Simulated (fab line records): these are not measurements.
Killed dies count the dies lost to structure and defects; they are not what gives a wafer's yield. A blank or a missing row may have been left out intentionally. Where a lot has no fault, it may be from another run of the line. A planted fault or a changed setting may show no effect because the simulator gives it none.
Matching of chambers :: flow nand-harc :: rie-si-01 running NHARC_P_STI_ETCH_15: 4 sister chambers
The step etches the open film in HBr/Cl2, target depth 300 nm, time 100.1 s. 20 wafers are shown with their chamber, then 10 later ones without.

## EACH WAFER AND ITS CHAMBER
wafer: L080.1
chamber: 1
drypump-motor-current-A (A): 5.8
oes-product-au (a.u.): 1.000
throttle-valve-pct (%): 26.398

wafer: L080.3
chamber: 3
drypump-motor-current-A (A): 5.1
oes-product-au (a.u.): 0.996
throttle-valve-pct (%): 26.413

wafer: L080.6
chamber: 0
drypump-motor-current-A (A): 6.2
oes-product-au (a.u.): 0.997
throttle-valve-pct (%): 26.421

wafer: L081.1
chamber: 1
drypump-motor-current-A (A): 5.8
oes-product-au (a.u.): 1.000
throttle-valve-pct (%): 26.420

wafer: L081.3
chamber: 2
drypump-motor-current-A (A): 6.5
oes-product-au (a.u.): 0.998
throttle-valve-pct (%): 26.402

wafer: L081.5
chamber: 0
drypump-motor-current-A (A): 6.2
oes-product-au (a.u.): 1.006
throttle-valve-pct (%): 26.404

wafer: L082.2
chamber: 2
drypump-motor-current-A (A): 6.5
oes-product-au (a.u.): 1.000
throttle-valve-pct (%): 26.401

wafer: L082.3
chamber: 1
drypump-motor-current-A (A): 5.8
oes-product-au (a.u.): 1.012
throttle-valve-pct (%): 26.397

wafer: L082.6
chamber: 2
drypump-motor-current-A (A): 6.5
oes-product-au (a.u.): 0.993
throttle-valve-pct (%): 26.416

wafer: L082.1
chamber: 0
drypump-motor-current-A (A): 6.2
oes-product-au (a.u.): 1.008
throttle-valve-pct (%): 26.406

wafer: L082.4
chamber: 3
drypump-motor-current-A (A): 5.1
oes-product-au (a.u.): 1.004
throttle-valve-pct (%): 26.409

wafer: L082.5
chamber: 3
drypump-motor-current-A (A): 5.1
oes-product-au (a.u.): 1.004
throttle-valve-pct (%): 26.416

wafer: L088.1
chamber: 2
drypump-motor-current-A (A): 6.5
oes-product-au (a.u.): 0.998
throttle-valve-pct (%): 26.415

wafer: L088.3
chamber: 0
drypump-motor-current-A (A): 6.2
oes-product-au (a.u.): 1.004
throttle-valve-pct (%): 26.419

wafer: L088.5
chamber: 2
drypump-motor-current-A (A): 6.5
oes-product-au (a.u.): 0.997
throttle-valve-pct (%): 26.396

wafer: L090.1
chamber: 3
drypump-motor-current-A (A): 5.2
oes-product-au (a.u.): 1.001
throttle-valve-pct (%): 26.420

wafer: L090.4
chamber: 2
drypump-motor-current-A (A): 6.5
oes-product-au (a.u.): 1.001
throttle-valve-pct (%): 26.397

wafer: L090.5
chamber: 3
drypump-motor-current-A (A): 5.2
oes-product-au (a.u.): 1.005
throttle-valve-pct (%): 26.409

wafer: L090.2
chamber: 0
drypump-motor-current-A (A): 6.2
oes-product-au (a.u.): 1.006
throttle-valve-pct (%): 26.406

wafer: L090.3
chamber: 1
drypump-motor-current-A (A): 5.8
oes-product-au (a.u.): 0.996
throttle-valve-pct (%): 26.414

SIGNATURES (averages over the wafers above)
reading: drypump-motor-current-A
chamber 0: 6.200
chamber 1: 5.800
chamber 2: 6.500
chamber 3: 5.140
scatter within a chamber: 0.0274

reading: oes-product-au
chamber 0: 1.00420
chamber 1: 1.00200
chamber 2: 0.99783
chamber 3: 1.00200
scatter within a chamber: 0.0044

reading: throttle-valve-pct
chamber 0: 26.41120
chamber 1: 26.40725
chamber 2: 26.40450
chamber 3: 26.41340
scatter within a chamber: 0.00844
Rule: a wafer's distance from a chamber is the root of the sum, over the readings, of the square of ((its reading less the chamber's mean) divided by the reading's scatter). The wafer belongs to the nearest chamber; if the next one is less than 2 further off, it can't be placed. How the scatter is found: for the shown wafers, subtract from each reading the mean of its chamber, square and add these, divide the total by (wafers less chambers), then take the root.

## WAFERS WHOSE CHAMBER IS MISSING
wafer: L090.6
drypump-motor-current-A (A): 6.5
oes-product-au (a.u.): 1.006
throttle-valve-pct (%): 26.407

wafer: L093.1
drypump-motor-current-A (A): 5.2
oes-product-au (a.u.): 0.996
throttle-valve-pct (%): 26.417

wafer: L093.2
drypump-motor-current-A (A): 6.5
oes-product-au (a.u.): 0.997
throttle-valve-pct (%): 26.394

wafer: L093.3
drypump-motor-current-A (A): 5.8
oes-product-au (a.u.): 0.995
throttle-valve-pct (%): 26.419

wafer: L096.1
drypump-motor-current-A (A): 6.5
oes-product-au (a.u.): 0.987
throttle-valve-pct (%): 26.397

wafer: L096.3
drypump-motor-current-A (A): 5.9
oes-product-au (a.u.): 0.995
throttle-valve-pct (%): 26.401

wafer: L096.6
drypump-motor-current-A (A): 5.8
oes-product-au (a.u.): 0.997
throttle-valve-pct (%): 26.423

wafer: L096.2
drypump-motor-current-A (A): 6.2
oes-product-au (a.u.): 0.980
throttle-valve-pct (%): 26.418

wafer: L096.4
drypump-motor-current-A (A): 6.5
oes-product-au (a.u.): 0.995
throttle-valve-pct (%): 26.414

wafer: L096.5
drypump-motor-current-A (A): 6.2
oes-product-au (a.u.): 0.989
throttle-valve-pct (%): 26.396

## WHICH CHAMBER EACH ONE RAN IN
wafer: L090.6
from the rows above: 2
in truth: 2

wafer: L093.1
from the rows above: 3
in truth: 3

wafer: L093.2
from the rows above: 2
in truth: 2

wafer: L093.3
from the rows above: 1
in truth: 1

wafer: L096.1
from the rows above: 2
in truth: 2

wafer: L096.3
from the rows above: 1
in truth: 1

wafer: L096.6
from the rows above: 1
in truth: 1

wafer: L096.2
from the rows above: 0
in truth: 0

wafer: L096.4
from the rows above: 2
in truth: 2

wafer: L096.5
from the rows above: 0
in truth: 0
Correct placement for 10 of the 10. From these rows, 0 cannot be placed. 0 placed wrongly.
